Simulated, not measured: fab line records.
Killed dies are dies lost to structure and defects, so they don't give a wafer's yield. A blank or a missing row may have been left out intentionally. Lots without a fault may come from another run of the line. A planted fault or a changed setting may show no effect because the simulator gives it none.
fab line records | flow n5-finfet
record lots=15 wafers=45 last-day=18
route steps=1938 shown BEOL_M9@1458 BEOL_M10@1474
lots with no fault: from the same line, run without faults
start-h: hours from the record's opening day to when the first of the lot's shown wafers began | wait-h: how many hours have passed since the lot's step before this one | " the same as in the row above | L1.1+2: a row that stands for several wafers | - either no value or no given start | * or withheld: withheld | < > ~ a bound
route shown NAME@n: names a module that has steps shown in the file, with the first one's number in the route | usual: the fault-free wafers' mean and standard deviation | same: alike in all rows | chamber/n: place in a boat | sites: each site's reading | _std_site: standard deviation of those values | _edge_site: mean of outer sites minus mean of inner sites | radius-mm: for every site, how far away it sits from the centre of the wafer | mask NAME#n: copy n | behind: tool/chamber where the wafer was last shaped | hold: reason for holding the lot/hours on hold/outcome of the hold | device: names the non-switching transistor (n, p or np) | end of line: tests of these same wafers at the route's end | a step without rows: its recipe alone | killed: dies lost to structure and defects at the first sort, not the wafer's yield | map: per-die view of a wafer (x killed, . not killed, _ where there is no die)
set.NAME: the run value of the setting; set.NAME@STEP: its run value at that earlier step | model.NAME: the simulator's own value behind a step, which no gauge read
steps of the route over a sample of lots; a table a step, a row a wafer
services: a tool's chamber out of use, with start hour (start-h, from the record's first day; less than 0 if before it), hours out, and reason
## steps
# step N5_BEOL_M9_ALD_74
# recipe material=TaN target-thk-a=20 temp-c=275 ald-precursor-family=PDMAT ald-co-reactant=NH3 pressure-torr=3 carrier-flow-sccm=1500 pulse-time-s=2 purge-time-s=3 co-reactant-purge-time-s=2 co-reactant-pulse-time-s=3 ald-cycles=40 precursor-vessel-temp-c=75 precursor-vessel-pressure-torr=26.25 precursor-vessel-carrier-sccm=1000
# usual heater-power-w=399/46
# same pulse-time-s=2
# columns lot.wafer tool chamber start-h wait-h heater-power-w
L704.3 ald-metal-01 2 209.34 0.1 414
L704.4 " 3 " " 373
L704.5 " 0 " " 367
L706.1 ald-metal-03 2 235.70 0.2 481
L706.4 " 3 " " 328
L706.6 " 0 " " 369
L710.3 ald-metal-04 2 248.64 0.0 354
L710.4 " 0 " " 444
L710.5 " 0 " " 442
L708.1 ald-metal-01 0 252.90 0.1 363
L708.2 " 1 " " 442
L708.5 " 2 " " 419
L715.1 ald-metal-01 0 290.96 0.1 375
L715.4 " 3 " " 374
L715.6 " 0 " " 372
L716.1 ald-metal-03 0 299.34 0.0 384
L716.3 " 2 " " 483
L716.5 " 2 " " 491
L718.1 ald-metal-04 0 301.10 0.0 440
L718.3 " 2 " " 348
L718.4 " 3 " " 333
L719.1 ald-metal-01 3 318.61 0.0 372
L719.4 " 2 " " 421
L719.5 " 0 " " 355
L720.1 ald-metal-04 0 324.31 0.1 455
L720.2 " 2 " " 345
L720.5 " 3 " " 354
L721.2 ald-metal-03 2 327.79 0.1 480
L721.3 " 3 " " 336
L721.6 " 3 " " 336
L722.2 ald-metal-03 0 328.37 0.0 376
L722.3 " 1 " " 421
L722.4 " 2 " " 480
L723.1 ald-metal-03 2 336.10 0.0 480
L723.3 " 3 " " 328
L723.6 " 3 " " 334
L724.2 ald-metal-03 1 342.65 0.1 428
L724.3 " 2 " " 483
L724.5 " 2 " " 481
L725.1 ald-metal-04 0 345.77 0.0 450
L725.3 " 1 " " 453
L725.4 " 3 " " 350
L726.1 ald-metal-01 2 363.88 0.0 406
L726.3 " 3 " " 388
L726.5 " 3 " " 376
# step N5_BEOL_M10_HM_DEP_02
# recipe material=TiN target-thk-a=200 temp-c=25 chamber-pressure-pa=0.49996
# usual substrate-temp-c=24.99/0.12 throttle-valve-pct=30.0/1.2
# columns lot.wafer tool chamber start-h wait-h substrate-temp-c throttle-valve-pct
L704.3 pvd-sputter-02 - 213.26 1.2 24.77 32.1
L704.4 " - " " 24.90 30.0
L704.5 " - " " 25.22 30.2
L706.1 pvd-sputter-01 - 239.54 0.9 25.31 30.1
L706.4 " - " " 24.98 28.2
L706.6 " - " " 24.96 28.3
L710.3 pvd-sputter-01 - 252.56 1.1 24.98 28.0
L710.4 " - " " 24.94 30.3
L710.5 " - " " 24.92 30.2
L708.1 pvd-sputter-03 - 257.05 0.8 24.88 28.6
L708.2 " - " " 25.10 29.2
L708.5 " - " " 24.95 31.1
L715.1 pvd-sputter-03 - 294.76 0.7 25.04 29.0
L715.4 " - " " 25.11 29.1
L715.6 " - " " 24.94 28.9
L716.1 pvd-sputter-03 - 301.84 0.2 25.10 31.2
L716.3 " - " " 24.85 28.6
L716.5 " - " " 24.98 29.0
L718.1 pvd-sputter-03 - 305.42 1.7 24.94 29.4
L718.3 " - " " 24.88 29.0
L718.4 " - " " 25.05 30.9
L719.1 pvd-sputter-02 - 322.21 1.3 24.94 32.2
L719.4 " - " " 25.24 29.4
L719.5 " - " " 24.95 30.4
L720.1 pvd-sputter-03 - 327.37 0.5 24.94 30.9
L720.2 " - " " 24.75 28.9
L720.5 " - " " 24.98 28.9
L721.2 pvd-sputter-02 - 330.67 0.3 24.82 30.3
L721.3 " - " " 24.94 32.0
L721.6 " - " " 24.95 30.4
L722.2 pvd-sputter-02 - 330.99 0.1 24.91 32.3
L722.3 " - " " 24.87 29.0
L722.4 " - " " 24.88 29.3
L723.1 pvd-sputter-02 - 338.94 0.6 24.95 29.1
L723.3 " - " " 24.98 32.2
L723.6 " - " " 24.99 29.3
L724.2 pvd-sputter-02 - 349.23 2.8 24.88 30.3
L724.3 " - " " 25.16 29.9
L724.5 " - " " 24.90 32.3
L725.1 pvd-sputter-03 - 349.45 0.9 25.12 29.2
L725.3 " - " " 25.08 28.5
L725.4 " - " " 24.90 31.0
L726.1 pvd-sputter-02 - 367.32 0.8 25.13 32.1
L726.3 " - " " 24.94 29.7
L726.5 " - " " 24.79 29.3
# step N5_BEOL_M10_DESCUM_16
# recipe chemistry=O2 time-s=7.9 source-power-w=50 bias-power-w=20 pressure-mtorr=20 rf-frequency-hz=2.712e+07 temp-c=40 resist=CAR-ArF o2-flow-sccm=225
# usual drypump-motor-current-A=5.9/0.5 oes-product-au=0.83/0.095 rf-vpp-V=243.6/1.4 showerhead-plenum-p-Torr=2.13/0.074 throttle-valve-pct=20.34/0.19
# same time-s=7.9
# columns lot.wafer tool chamber start-h wait-h drypump-motor-current-A oes-product-au rf-hours-counter-h rf-vpp-V showerhead-plenum-p-Torr throttle-valve-pct
L704.3 rie-diel-04 0 213.84 0.0 6.7 0.92 12 245.6 2.24 20.44
L704.4 " 3 " " 6.5 0.87 50 244.3 2.13 20.49
L704.5 " 2 " " 5.6 0.70 - 243.2 1.96 20.57
L706.1 rie-diel-02 3 240.14 0.0 5.6 0.72 193 243.1 2.08 20.42
L706.4 " 2 " " 5.2 0.69 249 243.4 2.16 20.87
L706.6 " 3 " " 5.6 0.72 - 243.6 2.08 20.41
L710.3 rie-diel-03 3 253.09 0.1 5.7 0.91 23 245.2 2.23 20.28
L710.4 " 1 " " 5.3 0.81 99 243.2 2.11 20.24
L710.5 " 0 " " 5.6 0.71 - 242.8 2.06 20.28
L708.1 rie-diel-03 3 257.64 0.0 5.7 0.91 24 244.7 2.23 20.29
L708.2 " 2 " " 5.4 0.77 129 242.8 2.09 20.25
L708.5 " 0 " " 5.6 0.71 - 242.1 2.06 20.27
L715.1 rie-diel-02 1 295.22 0.0 6.2 0.96 2 243.6 2.13 19.94
L715.4 " 3 " " 5.6 0.69 220 243.0 2.07 20.47
L715.6 " 1 " " 6.2 0.97 - 244.3 2.13 19.98
L716.1 rie-diel-03 3 302.42 0.0 5.7 0.88 39 244.1 2.22 20.31
L716.3 " 1 " " 5.3 0.79 114 243.1 2.11 20.28
L716.5 " 3 " " 5.7 0.88 - 245.3 2.22 20.35
L718.1 rie-diel-03 2 306.00 0.0 5.4 0.74 144 244.4 2.09 20.27
L718.3 " 1 " " 5.3 0.79 115 244.1 2.11 20.28
L718.4 " 0 " " 5.6 0.70 232 242.5 2.05 20.30
L719.1 rie-diel-04 1 322.82 0.1 6.3 0.88 43 242.1 2.05 20.19
L719.4 " 3 " " 6.4 0.82 91 243.8 2.11 20.55
L719.5 " 2 " " 5.6 0.91 - 244.0 2.22 20.18
L720.1 rie-diel-04 3 327.95 0.0 6.4 0.82 93 242.2 2.11 20.57
L720.2 " 2 " " 5.6 0.90 26 245.5 2.21 20.19
L720.5 " 1 " " 6.3 0.88 - 243.8 2.05 20.20
L721.2 rie-diel-04 2 331.27 0.0 5.6 0.90 27 246.5 2.22 20.19
L721.3 " 0 " " 6.7 0.84 56 245.6 2.22 20.50
L721.6 " 3 " " 6.4 0.81 - 242.8 2.11 20.56
L722.2 rie-diel-04 0 331.58 0.0 6.7 0.84 56 245.3 2.22 20.52
L722.3 " 1 " " 6.3 0.88 47 242.0 2.05 20.19
L722.4 " 3 " " 6.5 0.82 95 243.5 2.11 20.56
L723.1 rie-diel-03 3 339.52 0.2 5.7 0.86 52 243.9 2.22 20.34
L723.3 " 2 " " 5.4 0.75 154 242.4 2.08 20.27
L723.6 " 1 " " 5.3 0.78 - 243.5 2.10 20.29
L724.2 rie-diel-02 3 350.91 1.3 5.6 0.68 243 242.2 2.06 20.50
L724.3 " 0 " " 5.3 0.93 10 243.8 2.25 20.09
L724.5 " 2 " " 5.3 0.91 - 244.8 2.15 20.55
L725.1 rie-diel-02 3 351.61 1.7 5.6 0.68 243 241.0 2.06 20.48
L725.3 " 1 " " 6.2 0.90 24 243.5 2.12 19.98
L725.4 " 0 " " 5.3 0.93 10 246.0 2.25 20.12
L726.1 rie-diel-02 1 367.78 0.0 6.2 0.89 32 244.7 2.12 20.00
L726.3 " 0 " " 5.3 0.92 16 245.7 2.25 20.09
L726.5 " 0 " " 5.3 0.91 - 245.0 2.25 20.10
# step N5_BEOL_M10_ETCH_61
# recipe chemistry=CF4 target=SiARC target-depth-a=390 mask-material=CAR-ArF time-s=65 ion-energy-ev=80 pressure-mtorr=40 source-w=545 bias-w=36 Ar_flow_sccm=100 cf4-flow-sccm=100 ends=cleared
# usual bias-w=36.00/0.11 cf4-flow-sccm=100.00/0.3 drypump-motor-current-A=5.9/0.5 etch-rf-on-time-s=65.1/1.7 oes-product-au=0.70/0.079 rf-vpp-V=184.4/1.2 showerhead-plenum-p-Torr=2.17/0.073 throttle-valve-pct=15.50/0.19
# columns lot.wafer tool chamber start-h wait-h bias-w cf4-flow-sccm drypump-motor-current-A etch-rf-on-time-s oes-product-au rf-hours-counter-h rf-vpp-V showerhead-plenum-p-Torr throttle-valve-pct
L704.3 rie-diel-04 0 213.88 0.0 35.92 100.15 6.7 64.8 0.78 12 184.5 2.27 15.50
L704.4 " 3 " " 35.84 100.16 6.4 65.4 0.73 50 184.6 2.18 15.62
L704.5 " 2 " " 36.14 100.16 5.6 67.4 0.59 - 182.3 2.02 15.82
L706.1 rie-diel-02 3 240.17 0.0 35.93 99.92 5.6 62.8 0.63 193 183.1 2.13 15.64
L706.4 " 2 " " 35.89 100.38 5.2 66.2 0.59 249 185.8 2.19 15.99
L706.6 " 3 " " 35.83 100.36 5.6 63.2 0.62 - 182.7 2.13 15.59
L710.3 rie-diel-03 3 253.12 0.0 35.99 99.83 5.7 64.7 0.79 23 185.2 2.27 15.44
L710.4 " 1 " " 36.00 99.74 5.3 65.8 0.68 99 184.7 2.16 15.42
L710.5 " 0 " " 36.09 100.19 5.6 63.4 0.62 - 185.3 2.12 15.54
L708.1 rie-diel-03 3 257.67 0.0 36.05 100.13 5.7 64.0 0.79 24 187.7 2.27 15.45
L708.2 " 2 " " 35.87 99.56 5.5 64.2 0.66 129 184.1 2.14 15.44
L708.5 " 0 " " 36.00 100.28 5.6 63.4 0.61 - 184.7 2.11 15.55
L715.1 rie-diel-02 1 295.25 0.0 - - - - - - - - -
L715.4 " 3 " " - - - - - - - - -
L715.6 " 1 " " - - - - - - - - -
L716.1 rie-diel-03 3 302.46 0.0 - - - - - - - - -
L716.3 " 1 " " - - - - - - - - -
L716.5 " 3 " " - - - - - - - - -
L718.1 rie-diel-03 2 306.04 0.0 - - - - - - - - -
L718.3 " 1 " " - - - - - - - - -
L718.4 " 0 " " - - - - - - - - -
L719.1 rie-diel-04 1 322.85 0.0 36.09 100.29 6.3 62.3 0.76 43 183.7 2.09 15.24
L719.4 " 3 " " 35.89 100.05 6.4 64.9 0.69 91 185.0 2.17 15.70
L719.5 " 2 " " 36.00 100.08 5.6 66.8 0.77 - 185.0 2.26 15.38
L720.1 rie-diel-04 3 327.99 0.0 35.82 99.42 6.4 65.0 0.69 93 185.7 2.17 15.71
L720.2 " 2 " " 36.08 100.57 5.6 66.5 0.77 26 186.4 2.26 15.39
L720.5 " 1 " " 35.94 100.66 6.3 62.1 0.77 - 182.5 2.09 15.26
L721.2 rie-diel-04 2 331.31 0.0 36.05 100.17 5.6 66.7 0.76 27 187.9 2.26 15.39
L721.3 " 0 " " 35.98 99.97 6.7 64.9 0.71 56 186.7 2.26 15.59
L721.6 " 3 " " 36.14 100.33 6.4 65.2 0.69 - 184.1 2.17 15.72
L722.2 rie-diel-04 0 331.61 0.0 36.10 100.13 6.7 64.7 0.71 56 185.1 2.26 15.60
L722.3 " 1 " " 36.14 100.04 6.3 61.5 0.76 47 185.0 2.08 15.25
L722.4 " 3 " " 35.91 99.89 6.4 64.6 0.69 95 183.8 2.17 15.71
L723.1 rie-diel-03 3 339.55 0.0 36.08 99.88 5.7 64.8 0.74 52 185.4 2.26 15.50
L723.3 " 2 " " 35.99 99.86 5.4 65.3 0.64 154 182.7 2.13 15.49
L723.6 " 1 " " 35.93 99.74 5.3 66.7 0.66 - 184.0 2.15 15.47
L724.2 rie-diel-02 3 350.94 0.0 36.01 100.10 5.6 64.2 0.59 243 185.1 2.11 15.73
L724.3 " 0 " " 35.97 99.65 5.3 67.4 0.78 10 184.4 2.27 15.15
L724.5 " 2 " " 36.00 100.18 5.2 66.1 0.77 - 185.6 2.18 15.58
L725.1 rie-diel-02 3 351.65 0.0 36.02 100.06 5.6 63.5 0.59 243 185.3 2.11 15.72
L725.3 " 1 " " 36.05 99.90 6.2 67.6 0.76 24 183.7 2.19 15.23
L725.4 " 0 " " 35.82 100.38 5.3 67.1 0.78 10 184.6 2.27 15.13
L726.1 rie-diel-02 1 367.82 0.0 35.86 100.24 6.2 67.8 0.74 32 184.4 2.18 15.24
L726.3 " 0 " " 35.98 100.22 5.3 66.9 0.77 16 185.6 2.27 15.14
L726.5 " 0 " " 36.10 100.00 5.3 66.6 0.77 - 186.2 2.27 15.17
# step N5_BEOL_M10_ETCH_62
# recipe chemistry=N2/H2 target=SOC target-depth-a=1100 overetch-a=220 mask-material=SiARC temp-c=40 time-s=165 ion-energy-ev=200 pressure-mtorr=30 source-w=840 bias-w=150 n2-flow-sccm=200 h2-flow-sccm=200
# usual bias-w=150.0/0.47 chamber-pressure-mTorr=30.001/0.028 drypump-motor-current-A=5.9/0.5 n2-flow-sccm=199.9/0.67 oes-product-au=0.70/0.079 rf-vpp-V=524.9/2.7 showerhead-plenum-p-Torr=2.58/0.096 throttle-valve-pct=17.73/0.24
# same time-s=165
# columns lot.wafer tool chamber start-h wait-h bias-w chamber-pressure-mTorr drypump-motor-current-A n2-flow-sccm oes-product-au rf-hours-counter-h rf-vpp-V showerhead-plenum-p-Torr throttle-valve-pct
L704.3 rie-diel-04 0 213.93 0.0 150.3 30.012 6.7 199.8 0.76 12 528.7 2.73 17.83
L704.4 " 3 " " 150.3 30.006 6.4 200.5 0.73 50 524.3 2.58 17.78
L704.5 " 2 " " 149.4 29.997 5.6 200.8 0.60 - 520.2 2.41 18.01
L706.1 rie-diel-02 3 240.22 0.0 150.7 30.009 5.6 201.1 0.61 193 524.2 2.52 17.85
L706.4 " 2 " " 149.9 29.965 5.2 200.7 0.59 249 525.6 2.63 18.37
L706.6 " 3 " " 150.5 30.012 5.6 199.2 0.61 - 524.5 2.52 17.85
L710.3 rie-diel-03 3 253.17 0.0 150.1 29.991 5.7 200.6 0.78 23 529.1 2.69 17.61
L710.4 " 1 " " 150.0 30.031 5.3 200.1 0.68 99 524.8 2.57 17.57
L710.5 " 0 " " 149.8 29.973 5.6 200.4 0.60 - 522.1 2.53 17.97
L708.1 rie-diel-03 3 257.72 0.0 150.2 30.004 5.7 201.2 0.75 24 528.9 2.69 17.61
L708.2 " 2 " " 151.1 30.005 5.4 200.4 0.66 129 524.3 2.53 17.57
L708.5 " 0 " " 149.4 30.012 5.6 199.1 0.60 - 521.5 2.53 17.97
L715.1 rie-diel-02 1 295.30 0.0 151.2 30.031 6.3 199.2 0.36 2 525.3 2.61 17.46
L715.4 " 3 " " 149.6 30.024 5.6 200.7 0.27 220 523.5 2.51 17.84
L715.6 " 1 " " 149.9 30.000 6.2 199.8 0.37 - 526.4 2.61 17.46
L716.1 rie-diel-03 3 302.51 0.0 150.1 29.997 5.7 199.3 0.33 39 527.7 2.69 17.57
L716.3 " 1 " " 149.5 30.027 5.3 200.5 0.29 115 523.4 2.56 17.55
L716.5 " 3 " " 150.2 30.008 5.7 198.8 0.33 - 529.1 2.69 17.58
L718.1 rie-diel-03 2 306.09 0.0 150.7 29.958 5.4 201.2 0.29 144 522.8 2.53 17.56
L718.3 " 1 " " 149.1 29.997 5.3 200.2 0.30 115 523.9 2.56 17.55
L718.4 " 0 " " 150.3 30.003 5.6 199.8 0.26 232 522.7 2.52 17.94
L719.1 rie-diel-04 1 322.90 0.0 150.3 29.979 6.3 199.8 0.74 43 522.7 2.48 17.44
L719.4 " 3 " " 149.9 30.045 6.5 199.0 0.68 91 522.5 2.56 17.86
L719.5 " 2 " " 149.4 30.029 5.7 199.6 0.77 - 527.8 2.71 17.60
L720.1 rie-diel-04 3 328.04 0.0 150.5 30.033 6.4 200.1 0.68 93 524.4 2.56 17.85
L720.2 " 2 " " 149.1 29.985 5.6 199.4 0.77 26 529.0 2.71 17.60
L720.5 " 1 " " 149.2 30.011 6.3 200.9 0.74 - 522.3 2.48 17.44
L721.2 rie-diel-04 2 331.36 0.0 150.2 29.983 5.6 198.9 0.77 28 529.6 2.71 17.60
L721.3 " 0 " " 150.0 30.040 6.7 200.2 0.71 56 527.5 2.71 17.89
L721.6 " 3 " " 149.9 30.033 6.4 200.9 0.69 - 523.9 2.56 17.87
L722.2 rie-diel-04 0 331.66 0.0 150.2 29.979 6.7 199.4 0.70 56 526.9 2.71 17.91
L722.3 " 1 " " 149.8 30.052 6.3 200.7 0.74 47 521.7 2.48 17.44
L722.4 " 3 " " 149.9 30.030 6.5 200.0 0.68 95 525.4 2.56 17.89
L723.1 rie-diel-03 3 339.60 0.0 150.1 30.011 5.7 199.9 0.73 53 528.8 2.68 17.66
L723.3 " 2 " " 150.7 29.999 5.5 200.6 0.63 154 523.8 2.52 17.63
L723.6 " 1 " " 150.0 29.980 5.3 198.6 0.66 - 522.6 2.56 17.62
L724.2 rie-diel-02 3 350.99 0.0 148.6 29.986 5.7 200.2 0.58 243 524.4 2.50 17.94
L724.3 " 0 " " 149.6 30.006 5.3 200.2 0.79 10 527.6 2.69 17.22
L724.5 " 2 " " 149.9 30.013 5.2 200.1 0.77 - 526.4 2.62 18.04
L725.1 rie-diel-02 3 351.70 0.0 150.1 30.034 5.6 200.7 0.58 243 522.1 2.50 17.94
L725.3 " 1 " " 150.0 29.985 6.2 198.8 0.76 24 524.5 2.60 17.56
L725.4 " 0 " " 149.4 30.008 5.3 200.1 0.78 10 529.3 2.69 17.20
L726.1 rie-diel-02 1 367.87 0.0 150.2 30.004 6.2 198.9 0.76 32 523.4 2.60 17.56
L726.3 " 0 " " 149.5 29.960 5.3 200.3 0.77 16 528.0 2.69 17.22
L726.5 " 0 " " 149.3 30.009 5.3 200.3 0.78 - 528.2 2.69 17.20
# step N5_BEOL_M10_CD_MEAS_18
# recipe pitch-nm=140 target-cd-nm=70
# usual cd-nm=69.7/0.66
# columns lot.wafer tool chamber start-h wait-h cd-nm
L704.3 cd-sem-01 - 214.31 0.1 69.4
L704.4 " - " " 70.8
L704.5 " - " " 69.9
L706.1 cd-sem-03 - 240.59 0.0 70.3
L706.4 " - " " 71.0
L706.6 " - " " 71.1
L710.3 cd-sem-01 - 253.54 0.1 69.6
L710.4 " - " " 70.3
L710.5 " - " " 69.4
L708.1 cd-sem-03 - 258.12 0.0 69.1
L708.2 " - " " 70.2
L708.5 " - " " 69.8
L715.1 cd-sem-01 - 295.70 0.0 -
L715.4 " - " " -
L715.6 " - " " -
L716.1 cd-sem-02 - 302.97 0.1 -
L716.3 " - " " -
L716.5 " - " " -
L718.1 cd-sem-01 - 306.58 0.0 -
L718.3 " - " " -
L718.4 " - " " -
L719.1 cd-sem-01 - 323.44 0.0 70.7
L719.4 " - " " 70.4
L719.5 " - " " 70.5
L720.1 cd-sem-02 - 328.41 0.0 69.5
L720.2 " - " " 69.7
L720.5 " - " " 69.5
L721.2 cd-sem-03 - 331.73 0.1 69.7
L721.3 " - " " 69.2
L721.6 " - " " 69.3
L722.2 cd-sem-03 - 332.07 0.1 70.0
L722.3 " - " " 69.3
L722.4 " - " " 69.4
L723.1 cd-sem-03 - 340.10 0.0 70.7
L723.3 " - " " 70.2
L723.6 " - " " 70.0
L724.2 cd-sem-01 - 351.60 0.1 70.3
L724.3 " - " " 68.6
L724.5 " - " " 69.5
L725.1 cd-sem-03 - 352.11 0.0 70.5
L725.3 " - " " 69.0
L725.4 " - " " 68.9
L726.1 cd-sem-01 - 368.24 0.1 69.3
L726.3 " - " " 69.1
L726.5 " - " " 68.2
## services
# columns tool chamber start-h hours kind
rie-diel-03 3 189.80 9.6 repair
rie-diel-03 - 219.02 2.8 pm
pvd-sputter-01 - 231.67 2.2 repair
rie-diel-04 2 235.93 - clean
rie-diel-04 2 235.93 - consumable-replace:focus-ring
rie-diel-04 2 235.93 - consumable-replace:showerhead
rie-diel-04 2 235.93 16.8 scheduled-down
rie-diel-04 2 235.93 16.8 vent-cycle
pvd-sputter-01 - 236.50 2.7 repair
rie-diel-02 2 241.92 - clean
ald-metal-01 1 243.56 3.8 repair
rie-diel-03 0 259.75 6.6 repair
rie-diel-02 0 261.10 2.4 repair
ald-metal-04 - 286.74 4.3 pm
rie-diel-03 0 310.73 1.4 repair
rie-diel-03 2 316.71 5.3 repair
ald-metal-01 - 337.40 14.0 pm
pvd-sputter-01 - 339.12 1.2 repair
rie-diel-04 3 341.69 14.3 repair
rie-diel-02 - 344.12 2.0 repair
rie-diel-04 1 345.68 5.8 repair
rie-diel-04 - 346.66 14.6 pm
ald-metal-04 0 350.01 11.8 repair
rie-diel-02 0 362.01 4.7 repair
## key
first-sign step=N5_BEOL_M10_ETCH_61 reading=tool-record direction=missing
effect step=N5_BEOL_M10_ETCH_62 reading=oes-product-au direction=down sigmas=4.9 usual=0.70 struck=0.31
effect step=N5_BEOL_M10_CD_MEAS_18 reading=cd-nm direction=missing
met-at N5_BEOL_M10_ETCH_61
struck-lots L715,L716,L718
later-rows-left-out L715.1,L715.4,L715.6,L716.1,L716.3,L716.5,L718.1,L718.3,L718.4
sort-left-out L715.1,L715.4,L715.6,L716.1,L716.3,L716.5,L718.1,L718.3,L718.4
not-acting-at N5_BEOL_M9_ALD_74,N5_BEOL_M10_HM_DEP_02,N5_BEOL_M10_DESCUM_16
onset-between 257.67 295.25
fault kind=skipped-step-whole tool=rie-diel-02,rie-diel-03 chamber=- onset-h=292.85 steps=N5_BEOL_M10_ETCH_61 scope=struck-lots-only
# sort-left-out: the simulated sort isn't trusted on such a fault, so these wafers' sort isn't shown, and their yield isn't known
# later-rows-left-out: the simulator's readings of these wafers behind a module that went badly wrong aren't trusted and aren't shown, but for the sort
